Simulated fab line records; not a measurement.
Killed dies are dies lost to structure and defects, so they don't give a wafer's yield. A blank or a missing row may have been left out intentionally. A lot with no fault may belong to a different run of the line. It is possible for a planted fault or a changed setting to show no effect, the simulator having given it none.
Chamber matching ; flow n5Finfet ; N5_BEOL_M10_DESCUM_16 on rieDiel-02: 4 sister chambers
The step chemistry O2, time 7.9 s. 8 wafers are shown with their chamber, then 8 later ones without.

== WAFERS WITH THEIR CHAMBER ==
wafer;chamber;drypumpMotorCurrentA (A);throttleValvePct (%)
L078.1;2;4.9;20.74
L081.3;1;5.7;20.55
L083.5;3;5.8;20.21
L083.6;2;4.8;20.75
L085.3;0;6.2;20.48
L085.4;1;5.7;20.55
L085.6;3;5.8;20.21
L087.3;0;6.2;20.49

== WAFERS WITHOUT THEIR CHAMBER ==
wafer;drypumpMotorCurrentA (A);throttleValvePct (%)
L087.4;5.8;20.22
L087.6;5.7;20.55
L091.1;6.2;20.49
L091.3;5.7;20.56
L091.4;6.2;20.48
L095.1;5.8;20.28
L095.4;5.7;20.13
L095.6;5.8;20.27

== WHICH CHAMBER EACH ONE RAN IN ==
wafer;from the rows above;in truth
L087.4;3;3
L087.6;1;1
L091.1;0;0
L091.3;1;1
L091.4;0;0
L095.1;3;3
L095.4;3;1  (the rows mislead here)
L095.6;3;3
Correctly placed: 7 of 8. From these rows, 0 cannot be placed. Wrongly placed: 1.
How it was worked out, from the rows above alone: a wafer's distance from a chamber is the root of the sum, over the readings, of the square of ((its reading less the chamber's mean) divided by the reading's scatter). The wafer belongs to the nearest chamber; if the next one is less than 2 further off, it can't be placed. For every chamber, the mean is computed from those of its wafers that are shown. The scatter is the square root of a quotient: the sum, over the shown wafers, of each reading's squared deviation from its chamber's mean, divided by wafers minus chambers.
